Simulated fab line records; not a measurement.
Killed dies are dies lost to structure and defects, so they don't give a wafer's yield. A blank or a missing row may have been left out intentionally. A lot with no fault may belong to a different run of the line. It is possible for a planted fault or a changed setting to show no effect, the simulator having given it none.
Split-lot experiment -- flow n5Finfet -- 21 wafers read across 7 lots, on a route 1938 steps long

## THE SPLIT ITSELF
At N5_PASSIVATION_ETCH_54 (etches SiO2 in CHF3/O2, target depth 880 nm, time 440 s), the setting timeS was moved away from the recipe's 440 s on 8 of the 21 wafers read, by -21.4% to +14.4%. All remaining wafers had this setting at the recipe value.

The reading is taken at the split's own step.

## THE READING
etch.depthNm (the simulator's own value, which no gauge read), in nm, at N5_PASSIVATION_ETCH_54 (etches SiO2 in CHF3/O2, target depth 880 nm, time 440 s). The file does not state a usual value for it. The 13 wafers here that ran the recipe average 881.9 nm, standard deviation 13 nm.

wafer,"tool, chamber at the split","timeS as run, s",against the recipe,"etch.depthNm, nm",against lot-mates on the recipe
L076.4,"rieDiel-03, 3",440,recipe,859.8,-
L076.5,"rieDiel-03, 0",413,-6.1%,824.6,-44.4
L076.6,"rieDiel-03, 1",440,recipe,878.1,-
L075.2,"rieDiel-03, 1",440,recipe,886,-
L075.5,"rieDiel-03, 0",440,recipe,888.7,-
L075.6,"rieDiel-03, 3",440,recipe,861.9,-
L081.2,"rieDiel-06, 3",440,recipe,876,-
L081.3,"rieDiel-06, 2",440,recipe,880.6,-
L081.4,"rieDiel-06, 2",500.5,+13.7%,996.5,+118.2
L083.4,"rieDiel-02, 0",440,recipe,891,-
L083.5,"rieDiel-02, 2",345.8,-21.4%,707.8,-181.0
L083.6,"rieDiel-02, 0",440,recipe,886.6,-
L082.1,"rieDiel-06, 1",503.2,+14.4%,1026,+148.2
L082.3,"rieDiel-06, 0",440,recipe,872.4,-
L082.5,"rieDiel-06, 3",440,recipe,883.3,-
L096.2,"rieDiel-06, 1",355.2,-19.3%,719.2,-180.9
L096.3,"rieDiel-06, 2",440,recipe,888,-
L096.4,"rieDiel-06, 0",440,recipe,912.2,-
L097.2,"rieDiel-03, 3",350.7,-20.3%,685.7,no lot-mate on the recipe
L097.3,"rieDiel-03, 1",350.7,-20.3%,720,no lot-mate on the recipe
L097.5,"rieDiel-03, 2",350.7,-20.3%,699,no lot-mate on the recipe

FIT RESULTS
A straight line over all 21 wafers: etch.depthNm changes by +8.77 nm for each +1% of timeS; r = +0.99; the points scatter about the line by 13 nm.
The same after taking each lot's own level away (the mean of its wafers on the recipe; 18 wafers): +9.04 nm for each +1%; r = +0.99; scatter 10 nm.
That fit puts the effect of the largest move of timeS on the reading at 1.9e+02 nm.
Across the lots, their own levels run from 868.95 to 900.10 nm, a range of 2.4 times the standard deviation given above.
Hence the lot-to-lot level has little effect on the slope; both slopes agree.
Check: for one of the wafers moved furthest among these (-21.4%), held out of the fit, the line's prediction against its lot-mates is -199 nm. Against them it came out at -181 nm.

## THESE WAFERS: OTHER SPLITS
Note: prior to the reading, these wafers also went through further splits. Each is held against what the fit with the lots' levels taken away leaves over:
other split on the same wafers,wafers away from the commonest value,r with etch.depthNm (lot level and that fit taken away)
N5_BEOL_M14_DEVELOP_27 developTimeS,6,+0.35
N5_BEOL_M14_ETCH_68 timeS,7,-0.25
N5_BEOL_M14_SPUTTER_43 powerW,9,-0.19
N5_PASSIVATION_PASS_ETCH_74 sourceW,6,-0.28

## THE WHOLE CHAIN: every reading that the file lists as answering this split, in the file's order
step,what it does,reading,change (the file's fit),r (the file's)
N5_PASSIVATION_ETCH_54,"etches SiO2 in CHF3/O2, target depth 880 nm, time 440 s","PASSIVATION.featureDepthNm (the simulator's own value, which no gauge read)",+9.02 nm for each +1% of the setting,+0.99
N5_PASSIVATION_ETCH_54,"etches SiO2 in CHF3/O2, target depth 880 nm, time 440 s","etch.depthNm (the simulator's own value, which no gauge read)",+9.02 nm for each +1% of the setting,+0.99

## FILE'S OWN FIT
etch.depthNm changes by +9.02 nm for each +1% of timeS, r = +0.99.
